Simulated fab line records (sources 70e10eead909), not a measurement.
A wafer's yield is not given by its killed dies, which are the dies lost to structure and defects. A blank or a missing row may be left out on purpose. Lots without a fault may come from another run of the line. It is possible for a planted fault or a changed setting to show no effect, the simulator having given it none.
Matching of chambers || flow nand harc || NHARC_A_CHANNEL_FILL_D1_ALD_25 on ald hk-04 has 4 sister chambers
The step deposits SiOx, target thk 60 nm, pulse time 10 s, ald cycles 600. 8 wafers are shown with their chamber, then 8 later ones without.

WAFERS PAIRED WITH THEIR CHAMBERS
{"wafer": "L078.5", "chamber": 3, "heater power w (W)": 489, "precursor pulse height rel": 1.011}
{"wafer": "L082.3", "chamber": 3, "heater power w (W)": 490, "precursor pulse height rel": 1.003}
{"wafer": "L084.3", "chamber": 2, "heater power w (W)": 444, "precursor pulse height rel": 1.017}
{"wafer": "L084.6", "chamber": 0, "heater power w (W)": 512, "precursor pulse height rel": 1.019}
{"wafer": "L088.2", "chamber": 2, "heater power w (W)": 449, "precursor pulse height rel": 0.990}
{"wafer": "L088.4", "chamber": 1, "heater power w (W)": 614, "precursor pulse height rel": 0.998}
{"wafer": "L088.5", "chamber": 1, "heater power w (W)": 614, "precursor pulse height rel": 0.994}
{"wafer": "L089.1", "chamber": 0, "heater power w (W)": 509, "precursor pulse height rel": 0.989}

WAFERS WHOSE CHAMBER IS MISSING
{"wafer": "L089.3", "heater power w (W)": 490, "precursor pulse height rel": 1.004}
{"wafer": "L089.6", "heater power w (W)": 492, "precursor pulse height rel": 0.977}
{"wafer": "L095.1", "heater power w (W)": 486, "precursor pulse height rel": 1.022}
{"wafer": "L095.3", "heater power w (W)": 526, "precursor pulse height rel": 1.011}
{"wafer": "L095.4", "heater power w (W)": 435, "precursor pulse height rel": 0.979}
{"wafer": "L097.4", "heater power w (W)": 445, "precursor pulse height rel": 0.971}
{"wafer": "L097.2", "heater power w (W)": 525, "precursor pulse height rel": 1.014}
{"wafer": "L097.5", "heater power w (W)": 448, "precursor pulse height rel": 0.980}

THE CHAMBER EACH PASSED THROUGH
{"wafer": "L089.3", "from the rows above": 3, "in truth": 3}
{"wafer": "L089.6", "from the rows above": 3, "in truth": 3}
{"wafer": "L095.1", "from the rows above": 3, "in truth": 3}
{"wafer": "L095.3", "from the rows above": 0, "in truth": 0}
{"wafer": "L095.4", "from the rows above": 2, "in truth": 2}
{"wafer": "L097.4", "from the rows above": 2, "in truth": 2}
{"wafer": "L097.2", "from the rows above": 0, "in truth": 0}
{"wafer": "L097.5", "from the rows above": 2, "in truth": 2}
Correctly placed: 8 of 8. From these rows, 0 cannot be placed. Placed wrongly: 0.
How it was worked out, from the rows above alone: a wafer's distance from a chamber is the root of the sum, over the readings, of the square of ((its reading less the chamber's mean) divided by the reading's scatter). If the next closest chamber is less than 2 further off than the closest, the wafer can't be placed; otherwise it belongs to the closest. The mean given for a chamber averages the wafers shown for that chamber. How the scatter is found: for the shown wafers, subtract from each reading the mean of its chamber, square and add these, divide the total by (wafers less chambers), then take the root.
